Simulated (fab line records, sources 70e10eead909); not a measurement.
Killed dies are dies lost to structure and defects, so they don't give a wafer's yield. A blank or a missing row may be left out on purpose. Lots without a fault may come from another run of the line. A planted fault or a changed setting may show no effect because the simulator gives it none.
fab line records | flow nand_harc
record lots=6 wafers=18 last_day=32
route steps=1302 shown A_WL_FILL@960 END@1302
lots that met no fault: from a run of the same line without faults
start_h: hours from the record's first day to the start of the lot's first wafer shown | wait_h: hours since the lot's step before | " the same as in the row above | L1.1+2: a row that stands for several wafers | - no value, or no start given | * or withheld: withheld | < > ~ a bound
route shown NAME@n: a module of which the file shows steps, and the number in the route of the first | usual: mean/standard deviation of fault-free wafers | same: alike in all rows | chamber/n: place in a boat | sites: the reading at each site | _std_site: their standard deviation | _edge_site: outer sites' mean less inner sites' | radius_mm: how far each site lies from the wafer's centre | mask NAME#n: copy n | behind: the tool/chamber that last shaped the wafer | hold: why the lot was held/for how many hours/how that ended | device: the transistor (n, p or np) that didn't switch | end of line: the same wafers' tests at the end of the route | a step without rows: its recipe alone | killed: dies lost to structure and defects at the first sort, not the wafer's yield | map: a wafer's dies, x killed, . not, _ none there
set.NAME: the setting as run; set.NAME@STEP: as run at that earlier step | model.NAME: the simulator's own value behind a step, which no gauge read
lots at some steps of the route; a table a step, a row a wafer
services: from which hour (start_h, from the record's first day; less than 0 if before it) a tool's chamber was out of use, for how many hours, and why
## steps
# step NHARC_A_WL_FILL_STRIP_28
# recipe time_s=1200 temp_c=72.5 chemistry=post_etch_residue_remover
# step NHARC_A_WL_FILL_PRECLEAN_06
# recipe time_s=300 chemistry=DIW
# step NHARC_A_WL_FILL_SRD_07
# step NHARC_A_WL_FILL_ANNEAL_08
# recipe temp_c=450 time_s=1800
# step NHARC_A_WL_FILL_ALD_10
# recipe target_thk_a=500 pulse_time_s=10 ald_cycles=500 temp_c=300 material=SiO2
# usual heater_power_w=478/50 precursor_pulse_height_rel=1.000/0.021
# columns lot.wafer tool chamber start_h wait_h heater_power_w precursor_pulse_height_rel
L556.1 ald_hk-02 1 538.13 2.8 384 0.968
L556.4 " 3 539.17 3.8 540 1.021
L556.6 " 1 540.21 4.8 391 0.992
L561.4 ald_hk-02 2 573.02 3.3 478 0.990
L561.2 " 3 " " 554 1.001
L561.5 " 2 575.11 5.4 480 0.995
L563.2 ald_hk-03 1 584.99 0.6 500 0.972
L563.5 " 0 586.56 2.1 490 0.985
L563.6 " 1 " " 514 0.991
L569.2 ald_hk-04 2 659.57 0.1 449 0.980
L569.4 " 3 " " 455 0.998
L569.6 " 3 662.18 2.7 463 0.985
L568.3 ald_hk-02 3 667.34 3.1 548 0.980
L568.1 " 0 " " 546 0.999
L568.5 " 2 668.87 4.7 473 0.955
L571.1 ald_hk-02 1 681.10 0.1 376 0.994
L571.4 " 0 682.64 1.6 540 0.998
L571.5 " 2 683.66 2.6 477 0.961
# step NHARC_A_WL_FILL_ETCHBACK_16
# recipe target_depth_a=1200 time_s=24 c4f8_flow_sccm=withheld o2_flow_sccm=8 ar_flow_sccm=withheld rf_w=600 bias_w=800 chemistry=C4F8/O2/Ar
# usual oes_product_au=0.987/0.028 rf_vpp_V=723/3.7 run_length_s=45.3/0.35
# same time_s=24
# columns lot.wafer tool chamber start_h wait_h oes_product_au rf_hours_counter_h rf_vpp_V run_length_s
L556.1 rie_diel-10 1 - - 0.987 6.2 726 45.6
L556.4 " 0 " " 1.010 6.2 722 45.2
L556.6 " 2 " " 1.011 - 724 45.2
L561.4 rie_diel-10 3 - - 0.940 7.6 728 46.0
L561.2 " 1 " " 0.932 7.7 727 46.0
L561.5 " 3 " " 0.933 - 728 45.6
L563.2 rie_diel-06 3 - - 0.995 2.3 718 45.0
L563.6 " 2 " " 0.990 - 726 45.7
L563.5 " 3 " " 0.996 - 720 45.3
L569.2 rie_diel-02 1 - - 0.969 2.2 726 44.7
L569.4 " 0 " " 0.971 2.2 717 45.5
L569.6 " 2 " " 0.986 - 722 45.4
L568.3 rie_diel-10 2 - - 1.021 3.0 723 45.1
L568.1 " 1 " " 1.013 4.3 727 45.9
L568.5 " 2 " " 1.022 - 723 45.4
L571.1 rie_diel-02 0 - - 0.958 2.5 720 45.2
L571.4 " 1 " " 0.967 2.5 725 45.0
L571.5 " 0 " " 0.968 - 719 44.8
# step NHARC_A_WL_FILL_STRIP_29
# recipe time_s=20 o2_flow_sccm=500 ar_flow_sccm=0 bias_w=0 chemistry=O2
# usual drypump_motor_current_A=5.6/0.48 oes_product_au=1.002/0.016 rf_vpp_V=57.7/0.89 showerhead_plenum_p_Torr=3.51/0.13 throttle_valve_pct=17.036/0.0082
# same time_s=20
# columns lot.wafer tool chamber start_h wait_h drypump_motor_current_A oes_product_au rf_hours_counter_h rf_vpp_V showerhead_plenum_p_Torr throttle_valve_pct
L556.4 rie_diel-10 2 542.89 0.1 6.1 1.008 5.9 58.2 3.54 17.019
L556.1 " 1 " " 5.7 0.992 6.2 57.3 3.67 17.053
L556.6 " 2 " " 6.1 0.999 - 58.5 3.54 17.038
L561.4 rie_diel-10 0 577.82 0.1 4.9 1.018 7.8 60.0 3.50 17.040
L561.2 " 2 " " 6.1 1.002 7.3 56.1 3.54 17.044
L561.5 " 3 " " 5.0 0.993 - 57.8 3.67 17.027
L563.2 rie_diel-06 3 589.25 0.1 5.4 1.010 2.4 57.2 3.36 17.035
L563.6 " 3 " " 5.4 1.005 - 56.0 3.36 17.044
L563.5 " 0 " " 5.8 0.999 - 57.6 3.43 17.030
L569.4 rie_diel-02 3 664.36 0.1 6.2 1.033 1.8 56.4 3.30 17.037
L569.2 " 1 " " 6.6 0.988 2.2 57.5 3.62 17.039
L569.6 " 3 " " 6.2 1.023 - 58.2 3.30 17.034
L568.1 rie_diel-10 2 671.04 0.1 6.1 1.035 3.0 58.3 3.53 17.036
L568.3 " 1 " " 5.7 1.025 4.3 57.4 3.66 17.033
L568.5 " 3 " " 5.0 1.024 - 58.0 3.67 17.044
L571.4 rie_diel-02 2 685.81 0.1 5.0 0.993 2.2 57.1 3.45 17.030
L571.1 " 3 " " 6.2 1.025 2.0 56.8 3.30 17.042
L571.5 " 1 " " 6.7 0.992 - 58.2 3.62 17.030
# step NHARC_A_WL_FILL_ETCHBACK_17
# recipe target_depth_a=40 time_s=26.7 chemistry=Cl2/BCl3
# usual drypump_motor_current_A=5.6/0.48 oes_product_au=1.001/0.014 run_length_s=47.9/0.45
# same time_s=26.7
# columns lot.wafer tool chamber start_h wait_h drypump_motor_current_A oes_product_au rf_hours_counter_h run_length_s
L556.1 rie_metal-01 0 542.98 - 6.3 0.977 2.2 47.8
L556.4 " 1 " " 5.4 1.003 - 48.0
L556.6 " 0 " " 6.3 0.979 - 48.2
L561.2 rie_metal-02 1 577.92 - 5.9 1.015 2.2 47.8
L561.4 " 1 " " 5.9 1.007 - 47.8
L561.5 " 1 " " 5.9 1.016 - 47.9
L563.2 rie_metal-03 0 589.33 - 5.6 1.001 1.5 47.7
L563.6 " 0 " " 5.6 1.011 - 47.5
L563.5 " 1 " " 6.0 0.991 - 48.4
L569.2 rie_metal-03 0 664.44 - 5.6 1.005 2.7 47.8
L569.4 " 0 " " 5.6 1.000 - 47.8
L569.6 " 1 " " 6.0 0.980 - 48.9
L568.1 rie_metal-02 1 671.16 - 6.0 1.008 0.7 47.7
L568.3 " 1 " " 5.9 1.012 - 47.8
L568.5 " 1 " " 5.9 1.002 - 47.7
L571.1 rie_metal-02 1 685.89 - 6.0 1.003 0.8 48.0
L571.4 " 0 " " 4.8 1.014 - 47.2
L571.5 " 1 " " 5.9 1.006 - 47.9
# step NHARC_A_WL_FILL_PRECLEAN_18
# recipe time_s=30 chemistry=dHF
# step NHARC_A_WL_FILL_SRD_21
# step NHARC_A_WL_FILL_CVD_23
# recipe target_thk_a=400 temp_c=620 pressure_mtorr=200 time_s=800 material=poly-Si
# step NHARC_A_WL_FILL_ETCHBACK_26
# recipe target_depth_a=520 time_s=13.3 hbr_flow_sccm=150 rf_w=350 icp_w=350 bias_w=60 chemistry=HBr
# usual drypump_motor_current_A=5.9/0.37 oes_product_au=0.997/0.014 run_length_s=34.4/0.43 throttle_valve_pct=23.268/0.0091
# columns lot.wafer tool chamber start_h wait_h drypump_motor_current_A oes_product_au rf_hours_counter_h run_length_s throttle_valve_pct
L556.4 rie_si-02 2 548.21 0.4 5.9 1.008 0.82 34.3 23.268
L556.1 " 1 " " 5.5 0.983 0.82 34.2 23.251
L556.6 " 3 " " 6.2 0.983 - 35.6 23.265
L561.4 rie_si-05 1 583.05 0.4 6.2 0.981 0.72 31.3 23.257
L561.2 " 2 " " 6.5 1.001 0.58 31.4 23.284
L561.5 " 3 " " 6.1 1.017 - 30.9 23.264
L563.2 rie_si-05 2 594.45 0.4 6.5 0.990 0.64 31.0 23.271
L563.6 " 0 " " 6.1 0.980 - 31.4 23.266
L563.5 " 1 " " 6.3 0.983 - 31.4 23.260
L569.2 rie_si-02 0 669.68 0.4 6.0 1.016 0.17 34.7 23.292
L569.4 " 1 " " 5.5 0.985 0.14 34.0 23.265
L569.6 " 3 " " 6.2 1.007 - 34.8 23.273
L568.1 rie_si-05 1 675.57 0.4 6.3 1.005 0.07 34.2 23.273
L568.3 " 2 " " 6.5 1.007 0.07 34.3 23.253
L568.5 " 1 " " 6.3 1.002 - 34.4 23.261
L571.4 rie_si-02 0 691.16 0.4 6.0 1.010 0.35 34.7 23.254
L571.1 " 2 " " 5.9 1.004 0.26 34.6 23.264
L571.5 " 0 " " 6.0 1.015 - 34.8 23.268
# step NHARC_A_WL_FILL_PRECLEAN_30
# recipe time_s=10 chemistry=dHF
# step NHARC_END_SORT_01
# recipe temp_c=25
# usual killed_at_array=52/19 killed_at_other=1.0/1.2 killed_at_periphery=4.1/2.8 killed_dies=57/19 killed_open=3.1/1.7 killed_short=2.5/1.5
# same gross_dies=677
# columns lot.wafer tool chamber start_h wait_h killed_at_array killed_at_other killed_at_periphery killed_dies killed_open killed_short
L556.1 prober-02 0 624.35 2.5 63 2 2 67 5 4
L556.4 prober-02 0 626.76 3.4 66 0 1 67 2 2
L556.6 prober-02 0 628.37 4.0 61 0 1 62 4 2
# killed by level:class
L556.1 A_CHANNEL_HOLE_D1:chamber_film_flake=36 A_CHANNEL_HOLE_D2:chamber_film_flake=11 A_CONTACT:chamber_film_flake=5 A_DECK1_JOINT:chamber_film_flake=2 P_GATE:geometric_particle:open=1 A_ONON_D1:geometric_particle:short=1 A_ONON_D1:geometric_particle:open=1 A_CHANNEL_FILL_D1:geometric_particle:short=1
L556.4 A_CHANNEL_HOLE_D1:chamber_film_flake=33 A_CHANNEL_HOLE_D2:chamber_film_flake=17 A_CONTACT:chamber_film_flake=5 A_STAIRCASE:chamber_film_flake=3 A_DECK1_JOINT:chamber_film_flake=2 P_STI:geometric_particle:open=1 A_ONON_D2:geometric_particle:open=1 A_ONON_D2:geometric_particle:short=1
L556.6 A_CHANNEL_HOLE_D1:chamber_film_flake=38 A_CHANNEL_HOLE_D2:chamber_film_flake=6 A_CONTACT:chamber_film_flake=4 A_ZERO_WELL:chamber_film_flake=3 A_CHANNEL_FILL_D2:geometric_particle:open=2 A_DECK1_JOINT:chamber_film_flake=2 A_STAIRCASE:chamber_film_flake=2 A_CHANNEL_HOLE_D1:geometric_particle:open=1
## services
# columns tool chamber start_h hours kind
rie_metal-03 - 519.00 9.0 pm
ald_hk-02 - 528.13 10.0 pm
rie_metal-03 - 532.52 0.2 repair
rie_si-05 0 537.79 1.1 repair
rie_diel-06 0 543.21 3.0 repair
rie_diel-02 1 544.54 2.0 repair
rie_diel-06 0 563.32 18.0 repair
rie_metal-01 0 564.49 13.3 repair
ald_hk-03 - 568.00 10.0 pm
rie_diel-02 - 570.70 9.0 pm
rie_metal-01 - 575.01 9.0 pm
rie_diel-10 0 592.13 16.9 repair
rie_diel-10 - 596.57 9.0 pm
rie_diel-06 1 606.83 10.3 repair
rie_si-02 - 618.05 0.1 repair
rie_diel-02 3 625.92 2.2 repair
rie_metal-03 - 629.63 0.7 repair
rie_diel-10 2 630.84 11.7 repair
rie_metal-02 - 631.00 9.0 pm
rie_si-02 - 631.00 9.0 pm
rie_si-05 - 659.00 9.0 pm
rie_diel-06 - 661.20 9.0 pm
rie_diel-10 0 669.33 9.5 repair
rie_diel-06 1 687.29 8.6 repair
## key
first_sign step=NHARC_A_WL_FILL_ETCHBACK_26 reading=run_length_s direction=down sigmas=7.4 usual=* struck=*
effect none on later readings
met_at NHARC_A_WL_FILL_ETCHBACK_26
struck_wafers L561.2,L561.4,L561.5,L563.2,L563.5,L563.6
tester_left_out L561,L563
fault kind=process_parameter_drift tool=rie_si-05 chamber=- onset_h=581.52 steps=NHARC_A_WL_FILL_ETCHBACK_26 channel=time_s offset=* shape=step end_h=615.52 acts_in=* stated=*
# tester_left_out: of these lots the tester's yield and bins aren't shown, on N5 and GAA mostly nor the transistor test; their killed dies are dies lost to structure and defects alone, not to doping, threshold or leakage, so they don't give the yield
